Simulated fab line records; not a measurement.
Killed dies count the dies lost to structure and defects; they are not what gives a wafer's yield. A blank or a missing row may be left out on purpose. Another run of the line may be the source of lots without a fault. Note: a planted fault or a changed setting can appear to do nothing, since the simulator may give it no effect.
fab line records	flow nandHarc
record: lots: 14	wafers: 42	lastDay: 34
route steps=1302 shown A_CONTACT@1016 THIN_TSV@1270 END@1302
lots with no fault: from the same line, run without faults
startH: hours from the record's opening day to when the first of the lot's shown wafers began	waitH: hours elapsed since this lot's preceding step	" the same as in the row above	L1.1+2: one row covering several wafers at once	- no value present, or no start provided	* or withheld: withheld	< > ~ a bound
route shown NAME@n: a module of which the file shows steps, and the number in the route of the first	usual: mean/standard deviation of fault-free wafers	same: alike in all rows	chamber/n: place in a boat	sites: readings site by site	_std_site: the values' standard deviation	_edge_site: inner sites' mean taken away from outer sites' mean	radiusMm: for every site, how far away it sits from the centre of the wafer	mask NAME#n: copy n	behind: the tool/chamber that last shaped the wafer	hold: why the lot went on hold/how many hours it stayed there/how the hold came to an end	device: which transistor (n, p or np) failed to switch	end of line: tests of these same wafers at the route's end	a step without rows: its recipe alone	killed: at the first sort, the dies lost to defects and structure; wafer yield is something else	map: per-die view of a wafer (x killed, . not killed, _ where there is no die)
set.NAME: the setting the step ran with; set.NAME@STEP: the setting that earlier step ran with	model.NAME: the simulator's own value behind a step, which no gauge read
one table for each step of the route and one row for each wafer, over a sample of lots
services: from which hour (startH, from the record's first day; less than 0 if before it) a tool's chamber was out of use, for how many hours, and why
== steps ==
step: NHARC_A_CONTACT_ETCH_122
recipe: sourceW: withheld	pressureMtorr: 20	biasV: 3000	timeS: 190	targetDepthA: 18500	arFlowSccm: withheld	c4f8FlowSccm: withheld	o2FlowSccm: withheld	chemistry: C4F8/O2/Ar
lot.wafer	tool	chamber	startH	waitH	rfHoursCounterH
L774.1	harCapEtch-03	0	479.25	0.1	38
L774.2	"	1	"	"	38
L774.6	"	0	"	"	-
L776.2	harCapEtch-03	1	513.09	0.1	42
L776.1	"	0	"	"	42
L776.6	"	0	"	"	-
L775.4	harCapEtch-02	1	514.50	0.1	-
L775.3	"	0	"	"	-
L775.6	"	0	"	"	-
L777.2	harCapEtch-01	1	523.50	0.1	2
L777.4	"	1	"	"	-
L777.3	"	0	"	"	-
L780.2	harCapEtch-01	1	560.71	0.1	10
L780.1	"	0	"	"	10
L780.5	"	1	"	"	-
L782.3	harCapEtch-03	0	582.05	0.1	-
L782.6	"	0	"	"	-
L782.5	"	1	"	"	-
L787.1	harCapEtch-03	0	610.94	0.1	59
L787.5	"	1	"	"	-
L787.6	"	0	"	"	-
L788.2	harCapEtch-03	1	634.09	0.1	64
L788.3	"	1	"	"	-
L788.6	"	1	"	"	-
L790.2	harCapEtch-02	1	634.26	0.1	109
L790.3	"	0	"	"	-
L790.5	"	0	"	"	-
L792.1	harCapEtch-01	0	676.91	0.1	33
L792.4	"	1	"	"	-
L792.3	"	0	"	"	-
L794.2	harCapEtch-03	0	691.32	0.1	75
L794.5	"	0	"	"	-
L794.6	"	1	"	"	-
L796.4	harCapEtch-01	1	701.14	0.1	-
L796.3	"	0	"	"	-
L796.6	"	0	"	"	-
L795.2	harCapEtch-03	1	701.40	0.1	78
L795.1	"	0	"	"	78
L795.3	"	0	"	"	-
L797.2	harCapEtch-03	0	740.39	0.1	83
L797.4	"	0	"	"	-
L797.3	"	1	"	"	-
step: NHARC_THIN_TSV_DEGAS_49
recipe: tempC: 300	timeS: 120
usual: heaterPowerW: 457/50
lot.wafer	tool	chamber	startH	waitH	heaterPowerW
L774.1	pvdSputter-02	-	534.91	0.2	420
L774.2	"	-	"	"	481
L774.6	"	-	"	"	415
L775.4	pvdSputter-03	-	568.63	0.1	486
L775.3	"	-	"	"	452
L775.6	"	-	"	"	555
L776.1	pvdSputter-03	-	569.95	0.1	449
L776.2	"	-	"	"	501
L776.6	"	-	"	"	456
L777.2	pvdSputter-03	-	576.79	0.2	491
L777.4	"	-	"	"	456
L777.3	"	-	"	"	447
L780.2	pvdSputter-02	-	620.81	0.1	470
L780.1	"	-	"	"	380
L780.5	"	-	"	"	415
L782.3	pvdSputter-03	-	636.64	0.1	478
L782.6	"	-	"	"	500
L782.5	"	-	"	"	469
L787.1	pvdSputter-03	-	673.86	0.1	469
L787.5	"	-	"	"	466
L787.6	"	-	"	"	450
L788.3	pvdSputter-03	-	689.01	0.1	464
L788.2	"	-	"	"	563
L788.6	"	-	"	"	439
L790.2	pvdSputter-02	-	690.29	0.1	447
L790.3	"	-	"	"	363
L790.5	"	-	"	"	384
L792.3	pvdSputter-01	-	731.97	0.1	479
L792.4	"	-	"	"	459
L792.1	"	-	"	"	394
L794.2	pvdSputter-03	-	750.54	0.2	489
L794.6	"	-	"	"	448
L794.5	"	-	"	"	446
L796.3	pvdSputter-02	-	759.65	0.1	361
L796.4	"	-	"	"	443
L796.6	"	-	"	"	360
L795.2	pvdSputter-03	-	760.83	0.1	493
L795.3	"	-	"	"	437
L795.1	"	-	"	"	444
L797.3	pvdSputter-02	-	797.55	0.1	430
L797.4	"	-	"	"	457
L797.2	"	-	"	"	363
step: NHARC_THIN_TSV_PRE_CLEAN_50
recipe: timeS: 30	tempC: 280	gas: H2/He
usual: heaterPowerW: 406/45
lot.wafer	tool	chamber	startH	waitH	heaterPowerW
L774.1	pvdSputter-02	-	-	-	363
L774.2	"	-	"	"	411
L774.6	"	-	"	"	365
L775.4	pvdSputter-03	-	-	-	492
L775.3	"	-	"	"	443
L775.6	"	-	"	"	487
L776.2	pvdSputter-03	-	-	-	443
L776.1	"	-	"	"	404
L776.6	"	-	"	"	406
L777.2	pvdSputter-03	-	-	-	426
L777.4	"	-	"	"	391
L777.3	"	-	"	"	425
L780.1	pvdSputter-02	-	-	-	333
L780.2	"	-	"	"	337
L780.5	"	-	"	"	373
L782.3	pvdSputter-03	-	-	-	489
L782.5	"	-	"	"	496
L782.6	"	-	"	"	422
L787.1	pvdSputter-03	-	-	-	497
L787.6	"	-	"	"	442
L787.5	"	-	"	"	407
L788.3	pvdSputter-03	-	-	-	506
L788.2	"	-	"	"	437
L788.6	"	-	"	"	396
L790.2	pvdSputter-02	-	-	-	384
L790.3	"	-	"	"	318
L790.5	"	-	"	"	380
L792.4	pvdSputter-01	-	-	-	418
L792.3	"	-	"	"	358
L792.1	"	-	"	"	416
L794.2	pvdSputter-03	-	-	-	484
L794.6	"	-	"	"	485
L794.5	"	-	"	"	433
L796.4	pvdSputter-02	-	-	-	334
L796.3	"	-	"	"	403
L796.6	"	-	"	"	320
L795.1	pvdSputter-03	-	-	-	426
L795.3	"	-	"	"	393
L795.2	"	-	"	"	395
L797.4	pvdSputter-02	-	-	-	400
L797.2	"	-	"	"	313
L797.3	"	-	"	"	335
step: NHARC_THIN_TSV_PVD_19
recipe: targetThkA: 200	chamberPressurePa: 5	material: TaN
usual: throttleValvePct: 30.1/0.62
lot.wafer	tool	chamber	startH	waitH	throttleValvePct
L774.1	pvdSputter-02	-	-	-	30.9
L774.2	"	-	"	"	31.3
L774.6	"	-	"	"	31.3
L775.4	pvdSputter-03	-	-	-	30.4
L775.3	"	-	"	"	29.4
L775.6	"	-	"	"	29.5
L776.2	pvdSputter-03	-	-	-	29.5
L776.1	"	-	"	"	30.1
L776.6	"	-	"	"	30.5
L777.2	pvdSputter-03	-	-	-	29.6
L777.4	"	-	"	"	29.8
L777.3	"	-	"	"	30.3
L780.1	pvdSputter-02	-	-	-	29.8
L780.2	"	-	"	"	31.6
L780.5	"	-	"	"	31.2
L782.3	pvdSputter-03	-	-	-	30.1
L782.5	"	-	"	"	29.4
L782.6	"	-	"	"	29.5
L787.1	pvdSputter-03	-	-	-	29.5
L787.5	"	-	"	"	30.2
L787.6	"	-	"	"	29.5
L788.2	pvdSputter-03	-	-	-	29.4
L788.3	"	-	"	"	30.4
L788.6	"	-	"	"	29.4
L790.2	pvdSputter-02	-	-	-	30.0
L790.3	"	-	"	"	30.1
L790.5	"	-	"	"	30.3
L792.3	pvdSputter-01	-	-	-	29.8
L792.4	"	-	"	"	28.9
L792.1	"	-	"	"	29.9
L794.2	pvdSputter-03	-	-	-	30.4
L794.5	"	-	"	"	30.1
L794.6	"	-	"	"	29.7
L796.4	pvdSputter-02	-	-	-	29.8
L796.3	"	-	"	"	30.3
L796.6	"	-	"	"	29.8
L795.3	pvdSputter-03	-	-	-	29.0
L795.1	"	-	"	"	29.7
L795.2	"	-	"	"	30.7
L797.2	pvdSputter-02	-	-	-	30.1
L797.3	"	-	"	"	30.5
L797.4	"	-	"	"	31.9
step: NHARC_END_SORT_01
recipe: tempC: 25
usual: killedAtArray: 53/21	killedAtOther: 1.1/1.5	killedAtPeriphery: 3.9/2.7	killedDies: 58/21	killedOpen: 3.4/1.9	killedShort: 2.3/1.5
same: grossDies: 677
lot.wafer	tool	chamber	startH	waitH	killedAtArray	killedAtOther	killedAtPeriphery	killedDies	killedOpen	killedShort
L774.1	prober-02	0	547.15	2.5	39	2	2	43	4	2
L774.2	prober-02	0	547.96	2.8	55	2	2	59	4	3
L774.6	prober-02	0	551.20	4.1	57	0	0	57	5	2
L776.1	prober-02	0	580.86	2.5	59	1	7	67	1	2
L776.2	prober-02	0	581.68	2.8	66	4	8	78	2	2
L776.6	prober-02	0	584.92	4.1	64	3	4	71	2	6
L775.3	prober-01	0	582.54	3.1	68	1	5	74	3	2
L775.4	prober-01	0	583.35	3.4	86	0	2	88	4	0
L775.6	prober-01	0	584.97	4.0	61	0	2	63	3	0
L777.2	prober-02	0	589.63	2.8	30	0	3	33	3	3
L777.3	prober-02	0	590.43	3.1	20	0	2	22	2	3
L777.4	prober-02	0	591.22	3.4	21	0	1	22	0	4
L780.1	prober-01	0	633.99	2.5	48	0	4	52	4	2
L780.2	prober-01	0	634.78	2.8	50	0	3	53	1	3
L780.5	prober-01	0	637.16	3.7	50	0	0	50	3	0
L782.3	prober-01	0	649.88	3.1	23	2	2	27	2	2
L782.5	prober-01	0	651.51	3.7	29	4	1	34	3	5
L782.6	prober-01	0	652.32	4.1	22	3	10	35	3	5
L787.1	prober-02	0	687.95	2.5	155	0	5	160	3	1
L787.5	prober-02	0	691.12	3.7	140	0	5	145	3	4
L787.6	prober-02	0	691.91	4.0	149	2	2	153	6	5
L790.2	prober-01	0	701.80	2.8	71	0	4	75	6	2
L790.3	prober-01	0	702.60	3.1	70	1	0	71	3	4
L790.5	prober-01	0	704.18	3.7	73	0	4	77	3	2
L788.2	prober-02	0	704.44	2.8	131	0	2	133	0	2
L788.3	prober-02	0	705.25	3.1	125	0	6	131	6	1
L788.6	prober-02	0	707.66	4.0	139	0	2	141	3	5
L792.1	prober-01	0	744.14	2.5	42	1	5	48	7	1
L792.3	prober-01	0	745.76	3.1	34	1	1	36	2	5
L792.4	prober-01	0	746.56	3.4	30	0	4	34	3	3
L794.2	prober-02	0	768.01	2.8	78	1	2	81	1	4
L794.5	prober-02	0	770.39	3.7	59	0	3	62	4	1
L794.6	prober-02	0	771.18	4.0	61	1	1	63	4	1
L796.3	prober-01	0	774.27	3.1	83	6	8	97	2	3
L796.4	prober-01	0	775.08	3.4	75	1	4	80	3	1
L796.6	prober-01	0	776.68	4.0	57	3	5	65	3	2
L795.1	prober-02	0	775.00	2.5	22	0	3	25	6	3
L795.2	prober-02	0	775.80	2.8	9	0	2	11	2	4
L795.3	prober-02	0	776.60	3.1	19	0	4	23	9	1
L797.2	prober-01	0	811.38	2.8	43	1	0	44	3	0
L797.3	prober-01	0	812.17	3.1	44	2	3	49	4	1
L797.4	prober-01	0	812.97	3.4	45	0	4	49	3	2
killed by level:class
L774.1 A_CHANNEL_HOLE_D1:chamberFilmFlake=20 A_CONTACT:chamberFilmFlake=6 A_CHANNEL_HOLE_D2:chamberFilmFlake=3 THIN_TSV:chamberFilmFlake=2 P_M1:geometricParticle:open=1 A_CHANNEL_FILL_D1:geometricParticle:short=1 A_DECK1_JOINT:geometricParticle:open=1 A_BLC:geometricParticle:short=1
L774.2 A_CHANNEL_HOLE_D1:chamberFilmFlake=35 A_CONTACT:chamberFilmFlake=5 A_CHANNEL_HOLE_D2:chamberFilmFlake=4 A_CHANNEL_FILL_D2:chamberFilmFlake=3 THIN_TSV:chamberFilmFlake=2 P_CONTACT:geometricParticle:open=1 A_CHANNEL_FILL_D2:geometricParticle:short=1 A_CONTACT:geometricParticle:open=1
L774.6 A_CHANNEL_HOLE_D1:chamberFilmFlake=30 A_CONTACT:chamberFilmFlake=11 A_CHANNEL_HOLE_D2:chamberFilmFlake=3 A_CHANNEL_FILL_D2:chamberFilmFlake=2 A_STAIRCASE:chamberFilmFlake=2 A_CHANNEL_FILL_D1:geometricParticle:short=1 A_ONON_D2:geometricParticle:open=1 A_SGD_CUT:geometricParticle:short=1
L776.1 A_CHANNEL_HOLE_D2:chamberFilmFlake=25 A_SLIT:chamberFilmFlake=24 P_GATE:chamberFilmFlake=5 A_CHANNEL_HOLE_D1:chamberFilmFlake=2 A_CHANNEL_FILL_D1:chamberFilmFlake=2 A_WL_FILL:chamberFilmFlake=2 P_M0:geometricParticle:open=1 A_ONON_D2:geometricParticle:short=1
L776.2 A_CHANNEL_HOLE_D2:chamberFilmFlake=27 A_SLIT:chamberFilmFlake=27 P_GATE:chamberFilmFlake=6 THIN_TSV:chamberFilmFlake=4 A_STAIRCASE:chamberFilmFlake=3 A_M1:chamberFilmFlake=2 A_CONTACT:chamberFilmFlake=2 P_M0:geometricParticle:short=1
L775.3 A_SLIT:chamberFilmFlake=27 A_CHANNEL_HOLE_D1:chamberFilmFlake=25 A_CHANNEL_HOLE_D2:chamberFilmFlake=6 A_CHANNEL_FILL_D1:chamberFilmFlake=3 P_ZERO_WELL:chamberFilmFlake=2 P_GATE:chamberFilmFlake=1 P_CONTACT:geometricParticle:short=1 P_M0:geometricParticle:open=1
L775.4 A_CHANNEL_HOLE_D1:chamberFilmFlake=46 A_SLIT:chamberFilmFlake=26 A_CONTACT:chamberFilmFlake=4 A_CHANNEL_HOLE_D2:chamberFilmFlake=3 A_M0:geometricParticle:open=2 A_DECK1_JOINT:chamberFilmFlake=2 A_CHANNEL_FILL_D1:geometricParticle:open=1 A_WL_FILL:geometricParticle:open=1
L776.6 A_CHANNEL_HOLE_D2:chamberFilmFlake=25 A_SLIT:chamberFilmFlake=20 THIN_TSV:chamberFilmFlake=3 A_CHANNEL_FILL_D1:geometricParticle:short=2 P_GATE:chamberFilmFlake=2 A_ZERO_WELL:chamberFilmFlake=2 A_CONTACT:chamberFilmFlake=2 A_CHANNEL_HOLE_D1:chamberFilmFlake=2
L775.6 A_CHANNEL_HOLE_D1:chamberFilmFlake=27 A_SLIT:chamberFilmFlake=21 A_CHANNEL_HOLE_D2:chamberFilmFlake=7 A_CONTACT:chamberFilmFlake=2 P_STI:geometricParticle:open=1 A_WL_FILL:geometricParticle:open=1 A_M0:geometricParticle:open=1 P_ZERO_WELL:chamberFilmFlake=1
L777.2 A_CHANNEL_HOLE_D2:chamberFilmFlake=7 A_CHANNEL_HOLE_D1:chamberFilmFlake=5 A_STAIRCASE:chamberFilmFlake=4 A_WL_FILL:chamberFilmFlake=3 A_CONTACT:chamberFilmFlake=3 A_ONON_D1:geometricParticle:open=2 A_SOURCE_PLATE:geometricParticle:short=1 A_ONON_D1:geometricParticle:short=1
L777.3 A_CHANNEL_HOLE_D2:chamberFilmFlake=7 A_CONTACT:chamberFilmFlake=4 A_SLIT:chamberFilmFlake=3 A_CHANNEL_HOLE_D1:geometricParticle:short=1 A_CHANNEL_FILL_D1:geometricParticle:short=1 A_DECK1_JOINT:geometricParticle:open=1 A_ONON_D2:geometricParticle:short=1 A_M1:geometricParticle:open=1
L777.4 A_CHANNEL_HOLE_D2:chamberFilmFlake=8 A_CHANNEL_HOLE_D1:chamberFilmFlake=2 A_WL_FILL:chamberFilmFlake=2 A_CONTACT:chamberFilmFlake=2 P_STI:geometricParticle:short=1 A_ONON_D1:geometricParticle:short=1 A_ONON_D2:geometricParticle:short=1 A_CONTACT:geometricParticle:short=1
L780.1 A_CHANNEL_HOLE_D2:chamberFilmFlake=27 A_CONTACT:chamberFilmFlake=7 A_STAIRCASE:chamberFilmFlake=5 A_CHANNEL_HOLE_D1:chamberFilmFlake=2 A_M1:chamberFilmFlake=2 P_CONTACT:geometricParticle:open=1 P_M0:geometricParticle:open=1 A_ONON_D1:geometricParticle:short=1
L780.2 A_CHANNEL_HOLE_D2:chamberFilmFlake=27 A_CHANNEL_FILL_D1:chamberFilmFlake=5 A_CONTACT:chamberFilmFlake=5 A_STAIRCASE:chamberFilmFlake=4 P_ZERO_WELL:chamberFilmFlake=3 A_SLIT:chamberFilmFlake=3 A_ONON_D1:geometricParticle:short=2 A_CHANNEL_HOLE_D1:chamberFilmFlake=2
L780.5 A_CHANNEL_HOLE_D2:chamberFilmFlake=22 A_CHANNEL_FILL_D1:chamberFilmFlake=7 A_CHANNEL_HOLE_D1:chamberFilmFlake=6 A_STAIRCASE:chamberFilmFlake=4 A_CONTACT:chamberFilmFlake=4 A_DECK1_JOINT:chamberFilmFlake=2 A_ONON_D1:geometricParticle:open=1 A_ONON_D2:geometricParticle:open=1
L782.3 A_CHANNEL_HOLE_D2:chamberFilmFlake=15 P_M2:chamberFilmFlake=2 A_CHANNEL_HOLE_D1:chamberFilmFlake=2 THIN_TSV:chamberFilmFlake=2 A_ONON_D2:geometricParticle:open=1 A_CHANNEL_FILL_D2:geometricParticle:short=1 A_WL_FILL:geometricParticle:short=1 A_M0:geometricParticle:open=1
L782.5 A_CHANNEL_HOLE_D2:chamberFilmFlake=17 A_CHANNEL_HOLE_D1:chamberFilmFlake=3 THIN_TSV:chamberFilmFlake=3 A_ONON_D1:geometricParticle:short=2 A_DECK1_JOINT:chamberFilmFlake=2 A_CHANNEL_FILL_D1:geometricParticle:open=1 A_ONON_D2:geometricParticle:short=1 A_CHANNEL_FILL_D2:geometricParticle:short=1
L782.6 A_CHANNEL_HOLE_D2:chamberFilmFlake=15 P_M2:chamberFilmFlake=4 A_DECK1_JOINT:chamberFilmFlake=3 THIN_TSV:chamberFilmFlake=3 P_M0:geometricParticle:short=2 P_GATE:chamberFilmFlake=2 P_GATE:geometricParticle:short=1 P_CONTACT:geometricParticle:open=1
L787.1 A_CONTACT:unspecified=87 A_SLIT:chamberFilmFlake=27 A_CHANNEL_HOLE_D2:chamberFilmFlake=24 A_CHANNEL_HOLE_D1:chamberFilmFlake=4 A_BONDPAD:chamberFilmFlake=4 P_M2:chamberFilmFlake=2 A_CHANNEL_FILL_D2:chamberFilmFlake=2 A_CONTACT:chamberFilmFlake=2
L787.5 A_CONTACT:unspecified=86 A_SLIT:chamberFilmFlake=23 A_CHANNEL_HOLE_D2:chamberFilmFlake=14 A_CHANNEL_HOLE_D1:chamberFilmFlake=6 A_CONTACT:chamberFilmFlake=4 A_CHANNEL_FILL_D1:geometricParticle:short=2 P_M2:chamberFilmFlake=2 A_BONDPAD:chamberFilmFlake=2
L787.6 A_CONTACT:unspecified=87 A_SLIT:chamberFilmFlake=24 A_CHANNEL_HOLE_D2:chamberFilmFlake=17 A_BONDPAD:chamberFilmFlake=6 A_CONTACT:chamberFilmFlake=3 A_CHANNEL_HOLE_D1:chamberFilmFlake=2 P_CONTACT:geometricParticle:open=1 A_ONON_D1:geometricParticle:open=1
L790.2 A_SLIT:chamberFilmFlake=28 A_CHANNEL_HOLE_D2:chamberFilmFlake=18 A_CHANNEL_HOLE_D1:chamberFilmFlake=8 A_CONTACT:chamberFilmFlake=7 A_SOURCE_PLATE:geometricParticle:open=2 P_STI:chamberFilmFlake=2 A_SGD_CUT:chamberFilmFlake=2 P_CONTACT:geometricParticle:open=1
L790.3 A_SLIT:chamberFilmFlake=28 A_CHANNEL_HOLE_D2:chamberFilmFlake=15 A_CHANNEL_HOLE_D1:chamberFilmFlake=7 A_CONTACT:chamberFilmFlake=6 A_CHANNEL_FILL_D2:chamberFilmFlake=3 A_SGD_CUT:chamberFilmFlake=3 A_STAIRCASE:chamberFilmFlake=2 A_SOURCE_PLATE:geometricParticle:open=1
L790.5 A_SLIT:chamberFilmFlake=30 A_CHANNEL_HOLE_D2:chamberFilmFlake=23 A_CHANNEL_HOLE_D1:chamberFilmFlake=8 A_CONTACT:chamberFilmFlake=5 A_CONTACT:geometricParticle:open=2 P_STI:chamberFilmFlake=2 A_SGD_CUT:chamberFilmFlake=2 A_CHANNEL_HOLE_D1:geometricParticle:open=1
L788.2 A_CONTACT:unspecified=78 A_CHANNEL_HOLE_D1:chamberFilmFlake=31 A_CHANNEL_HOLE_D2:chamberFilmFlake=15 A_SLIT:chamberFilmFlake=2 A_SOURCE_PLATE:geometricParticle:short=1 A_CHANNEL_FILL_D2:geometricParticle:short=1 P_M0:chamberFilmFlake=1 P_M1:chamberFilmFlake=1
L788.3 A_CONTACT:unspecified=81 A_CHANNEL_HOLE_D1:chamberFilmFlake=19 A_CHANNEL_HOLE_D2:chamberFilmFlake=12 P_CONTACT:geometricParticle:open=3 A_SLIT:chamberFilmFlake=3 A_BONDPAD:chamberFilmFlake=3 P_M0:chamberFilmFlake=2 A_CONTACT:chamberFilmFlake=2
L788.6 A_CONTACT:unspecified=83 A_CHANNEL_HOLE_D1:chamberFilmFlake=24 A_CHANNEL_HOLE_D2:chamberFilmFlake=16 A_BONDPAD:chamberFilmFlake=4 A_SOURCE_PLATE:geometricParticle:short=2 A_SLIT:chamberFilmFlake=2 A_CHANNEL_FILL_D2:chamberFilmFlake=2 P_CONTACT:geometricParticle:short=1
L792.1 A_CHANNEL_HOLE_D1:chamberFilmFlake=16 A_SLIT:chamberFilmFlake=6 A_ZERO_WELL:chamberFilmFlake=4 A_CONTACT:chamberFilmFlake=4 A_CHANNEL_FILL_D1:geometricParticle:open=2 P_GATE:chamberFilmFlake=2 A_M1:chamberFilmFlake=2 A_WL_FILL:chamberFilmFlake=2
L792.3 A_CHANNEL_HOLE_D1:chamberFilmFlake=10 A_SLIT:chamberFilmFlake=5 A_CONTACT:chamberFilmFlake=4 A_M1:chamberFilmFlake=3 A_ONON_D2:geometricParticle:short=2 A_ZERO_WELL:chamberFilmFlake=2 A_WL_FILL:chamberFilmFlake=2 A_CHANNEL_FILL_D1:geometricParticle:open=1
L792.4 A_CHANNEL_HOLE_D1:chamberFilmFlake=9 A_SLIT:chamberFilmFlake=4 P_GATE:chamberFilmFlake=3 A_ZERO_WELL:chamberFilmFlake=3 A_M1:chamberFilmFlake=3 A_ONON_D2:geometricParticle:short=2 A_WL_FILL:chamberFilmFlake=2 A_CHANNEL_FILL_D1:geometricParticle:open=1
L794.2 A_SLIT:chamberFilmFlake=36 A_CHANNEL_HOLE_D2:chamberFilmFlake=21 A_CHANNEL_HOLE_D1:chamberFilmFlake=12 A_ONON_D2:geometricParticle:short=2 P_GATE:chamberFilmFlake=2 A_WL_FILL:chamberFilmFlake=2 A_DECK1_JOINT:geometricParticle:short=1 A_SGD_CUT:geometricParticle:short=1
L794.5 A_SLIT:chamberFilmFlake=28 A_CHANNEL_HOLE_D2:chamberFilmFlake=13 A_CHANNEL_HOLE_D1:chamberFilmFlake=7 A_M1:chamberFilmFlake=3 A_STAIRCASE:chamberFilmFlake=2 A_WL_FILL:chamberFilmFlake=2 P_M0:geometricParticle:open=1 P_M1:geometricParticle:short=1
L794.6 A_SLIT:chamberFilmFlake=25 A_CHANNEL_HOLE_D2:chamberFilmFlake=13 A_CHANNEL_HOLE_D1:chamberFilmFlake=10 A_CONTACT:chamberFilmFlake=3 A_STAIRCASE:chamberFilmFlake=2 A_WL_FILL:chamberFilmFlake=2 P_M0:geometricParticle:open=1 A_SOURCE_PLATE:geometricParticle:open=1
L796.3 A_SLIT:chamberFilmFlake=28 A_CHANNEL_HOLE_D2:chamberFilmFlake=27 A_CHANNEL_HOLE_D1:chamberFilmFlake=16 A_CONTACT:chamberFilmFlake=6 THIN_TSV:chamberFilmFlake=5 P_CONTACT:chamberFilmFlake=4 P_BONDPAD:chamberFilmFlake=3 A_STAIRCASE:chamberFilmFlake=2
L795.1 A_SLIT:chamberFilmFlake=9 A_ZERO_WELL:chamberFilmFlake=2 A_CHANNEL_HOLE_D1:chamberFilmFlake=2 A_CHANNEL_FILL_D2:chamberFilmFlake=2 P_STI:geometricParticle:open=1 P_M0:geometricParticle:open=1 P_M2:geometricParticle:open=1 A_ONON_D1:geometricParticle:open=1
L796.4 A_SLIT:chamberFilmFlake=36 A_CHANNEL_HOLE_D2:chamberFilmFlake=23 A_CHANNEL_HOLE_D1:chamberFilmFlake=8 A_CONTACT:chamberFilmFlake=5 P_BONDPAD:chamberFilmFlake=3 P_STI:geometricParticle:short=1 A_SOURCE_PLATE:geometricParticle:open=1 A_ONON_D1:geometricParticle:open=1
L795.2 A_SLIT:chamberFilmFlake=2 P_M0:geometricParticle:open=1 P_M1:geometricParticle:short=1 A_SOURCE_PLATE:geometricParticle:short=1 A_DECK1_JOINT:geometricParticle:open=1 A_CHANNEL_HOLE_D2:geometricParticle:short=1 A_CHANNEL_FILL_D2:geometricParticle:short=1 A_CHANNEL_HOLE_D1:unspecified=1
L795.3 A_SLIT:chamberFilmFlake=3 A_WL_FILL:geometricParticle:open=2 A_CHANNEL_HOLE_D2:chamberFilmFlake=2 A_STAIRCASE:chamberFilmFlake=2 A_CONTACT:chamberFilmFlake=2 P_CONTACT:geometricParticle:open=1 P_M0:geometricParticle:open=1 P_M1:geometricParticle:open=1
L796.6 A_SLIT:chamberFilmFlake=21 A_CHANNEL_HOLE_D2:chamberFilmFlake=13 A_CHANNEL_HOLE_D1:chamberFilmFlake=11 A_CONTACT:chamberFilmFlake=4 P_BONDPAD:chamberFilmFlake=3 A_STAIRCASE:chamberFilmFlake=3 THIN_TSV:chamberFilmFlake=3 P_M1:geometricParticle:short=1
L797.2 A_CHANNEL_HOLE_D1:chamberFilmFlake=17 A_SLIT:chamberFilmFlake=11 A_CHANNEL_HOLE_D2:chamberFilmFlake=4 A_STAIRCASE:chamberFilmFlake=4 A_WL_FILL:chamberFilmFlake=2 A_CHANNEL_FILL_D1:geometricParticle:open=1 A_ONON_D2:geometricParticle:open=1 A_CHANNEL_FILL_D2:geometricParticle:open=1
L797.3 A_CHANNEL_HOLE_D1:chamberFilmFlake=19 A_CHANNEL_HOLE_D2:chamberFilmFlake=5 A_SLIT:chamberFilmFlake=5 A_CONTACT:chamberFilmFlake=4 A_BLC:geometricParticle:open=2 A_STAIRCASE:chamberFilmFlake=2 A_WL_FILL:chamberFilmFlake=2 THIN_TSV:chamberFilmFlake=2
L797.4 A_CHANNEL_HOLE_D1:chamberFilmFlake=19 A_SLIT:chamberFilmFlake=8 A_CHANNEL_HOLE_D2:chamberFilmFlake=4 A_STAIRCASE:chamberFilmFlake=3 A_WL_FILL:geometricParticle:open=2 P_GATE:chamberFilmFlake=2 P_BONDPAD:chamberFilmFlake=2 A_WL_FILL:chamberFilmFlake=2
== services ==
tool	chamber	startH	hours	kind
pvdSputter-01	-	459.81	6.0	repair
harCapEtch-02	-	461.60	1.2	repair
harCapEtch-01	-	497.00	17.0	pm
harCapEtch-01	0	497.00	17.0	ventCycle
harCapEtch-01	1	497.00	17.0	ventCycle
pvdSputter-02	-	499.78	10.0	pm
harCapEtch-01	0	514.00	-	clean
harCapEtch-01	1	514.00	-	clean
pvdSputter-03	-	526.02	10.0	pm
pvdSputter-02	-	556.57	2.6	repair
pvdSputter-01	-	567.04	4.9	repair
pvdSputter-01	-	582.00	10.0	pm
pvdSputter-01	-	596.46	0.9	repair
pvdSputter-01	-	598.68	0.8	repair
pvdSputter-02	-	637.99	2.9	repair
pvdSputter-02	-	677.78	10.0	pm
pvdSputter-01	-	678.72	19.7	repair
pvdSputter-03	-	704.05	10.0	pm
pvdSputter-02	-	712.75	22.6	repair
pvdSputter-03	-	730.00	1.3	repair
harCapEtch-02	-	754.98	17.0	pm
harCapEtch-02	0	754.98	17.0	ventCycle
pvdSputter-01	-	760.00	10.0	pm
pvdSputter-03	-	788.18	5.7	repair
== key ==
firstSign: step: NHARC_END_SORT_01	reading: killedAtArray	direction: up	sigmas: 4.2	usual: 53	struck: 140
effect: step: NHARC_END_SORT_01	reading: killedDies	direction: up	sigmas: 4	usual: 58	struck: 144
moreKillsBornAt: NHARC_A_CONTACT_ETCH_122@harCapEtch-03: 501
metAt NHARC_A_CONTACT_ETCH_122
struckLots L787,L788
testerLeftOut L787,L788
notActingAt NHARC_THIN_TSV_DEGAS_49,NHARC_THIN_TSV_PRE_CLEAN_50,NHARC_THIN_TSV_PVD_19
onsetBetween 582.05 610.94
fault: kind: chamberParticleSource	tool: harCapEtch-03	chamber: -	onsetH: 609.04	steps: NHARC_A_CONTACT_ETCH_122	ratePerVisitCm2: 1.1801	endH: 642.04
testerLeftOut: of these lots the tester's yield and bins aren't shown, on N5 and GAA mostly nor the transistor test; their killed dies are dies lost to structure and defects alone, not to doping, threshold or leakage, so they don't give the yield
